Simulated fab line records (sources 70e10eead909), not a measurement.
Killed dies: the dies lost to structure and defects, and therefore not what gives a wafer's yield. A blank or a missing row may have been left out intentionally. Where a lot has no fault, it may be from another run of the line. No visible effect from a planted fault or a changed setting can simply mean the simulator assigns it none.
Comparing a struck lot with a sound one || flow nand_harc || 15 out of 1159 route steps
Sound: wafers L285.1, L285.2, L285.3. Wafers L293.1, L293.3, L293.5 were the ones struck. Last of all comes the cause.
For every step that has rows: the tool of each side, followed by ch and its chambers, followed by its first start. Under that, the readings that differ: sound wafers || struck wafers || difference of the means || sigmas: that difference in standard deviations of wafers without a fault.
alike: readings with means less than 2 such deviations apart, plus words and numbers identical on both sides. not compared: withheld readings, readings lacking a value on some wafer, bounds such as >300 that could conceal the same value, and numbers that have no deviation in the record and whose values overlap.
A row with sigmas, a row that says differs or no value, or rows on one side alone: a step with any of these is where the two part. When numbers do not overlap yet have no deviation, they are printed without sigmas and do not part them. A reading missing from all wafers of one side parts the sides only when that side holds two or more wafers.

NHARC_A_M1_PRE_CLEAN_30: time 30 s.
  sound on pvd_sputter-02; struck on pvd_sputter-02
  alike: heater_power_w
NHARC_A_M1_PVD_20: deposits TaN, target thk 5 nm, time 8.06 s.
  sound on pvd_sputter-02; struck on pvd_sputter-02
  alike: chamber_pressure_pa, throttle_valve_pct
then, 2 steps without rows for these wafers: NHARC_A_M1_PVD_21 (deposits Cu, target thk 30 nm, time 20.49 s); NHARC_A_M1_ECD_22 (material Cu, target thk 400 nm).
NHARC_A_M1_ANNEAL_31: time 90 s.
  sound on rtp_anneal-02 ch 0, day 18 03:09; struck on rtp_anneal-01 ch 0, day 20 03:37
  alike: wafer_temp_C_max
NHARC_A_M1_CMP_23: polishes, t overpolish 20 s, target thk 154.34 nm.
  sound on cmp-01 ch 1,2,3, day 18 03:31; struck on cmp-02 ch 0,1, day 20 03:59
  alike: motor_current_A, time_to_endpoint_s
NHARC_A_M1_THK_MEAS_24: measures by xrf.
  sound on film_metro-01 at day 18 03:49; struck on film_metro-02 at day 20 04:16
  alike: thk_nm
following that, these wafers have no rows for 1 step: NHARC_A_M1_SRD_25.
NHARC_A_M1_INSPECT_27:
  sound on defect_inspect-02 at day 18 03:58; struck on defect_inspect-02 at day 20 04:26
  alike: raw_defect_count
then, 1 step without rows for these wafers: NHARC_A_M1_PRE_CLEAN_32 (time 12 s).
NHARC_A_M1_DEP_33: deposits SiCN, target thk 30 nm.
  sound on pecvd-04 ch 0,1,2, day 18 04:36; struck on pecvd-01 ch 0,1,2, day 20 04:34
  alike: chamber_pressure_Torr, heater_power_outer_w, heater_power_w
NHARC_A_BONDPAD_DEP_00: deposits SiCN, target thk 250 nm.
  sound on pecvd-03 ch 0,1,2, day 18 05:09; struck on pecvd-01 ch 1,2, day 20 05:08
  no value came back on the struck wafers for chamber_pressure_Torr (Torr), heater_power_outer_w (W), heater_power_w (W); on the sound wafers chamber_pressure_Torr (Torr) reads 2.998 2.996 3.001
then, 2 steps without rows for these wafers: NHARC_A_BONDPAD_CMP_29 (polishes SiCN, target thk 200 nm); NHARC_A_BONDPAD_SRD_31.
NHARC_END_SORT_01:
  sound on prober-02 ch 0, day 19 09:03; struck on prober-01 ch 0, day 21 12:32
{"reading": "defect_limited_yield (%)", "sound": "96.3 96.2 95.7", "struck": "0 0 0", "difference": -96, "sigmas": -64}
{"reading": "killed_at_array", "sound": "24 20 22", "struck": "673 674 670", "difference": "+650", "sigmas": "+65"}
{"reading": "killed_dies", "sound": "25 26 29", "struck": "677 677 677", "difference": "+650", "sigmas": "+65"}
{"reading": "sort_bin_2_pct (%)", "sound": "0.9 1.0 1.6", "struck": "98.5 98.4 97.3", "difference": "+96.9", "sigmas": "+99 or more"}
{"reading": "sort_n_pass", "sound": "652 651 648", "struck": "0 0 0", "difference": -650, "sigmas": -65}
{"reading": "sort_rim_yield_pct (%)", "sound": "99.1 99.1 95.3", "struck": "0 0 0", "difference": -98, "sigmas": -51}
{"reading": "sort_yield_pct (%)", "sound": "96.3 96.2 95.7", "struck": "0 0 0", "difference": -96, "sigmas": -64}
  alike: killed_at_other, killed_at_periphery, killed_open, killed_short, sort_bin_3_pct, sort_bin_4_pct

## WHERE THEY PART
First at NHARC_A_BONDPAD_DEP_00; last, within this record, at NHARC_END_SORT_01.

WHY: whatever the simulator had introduced
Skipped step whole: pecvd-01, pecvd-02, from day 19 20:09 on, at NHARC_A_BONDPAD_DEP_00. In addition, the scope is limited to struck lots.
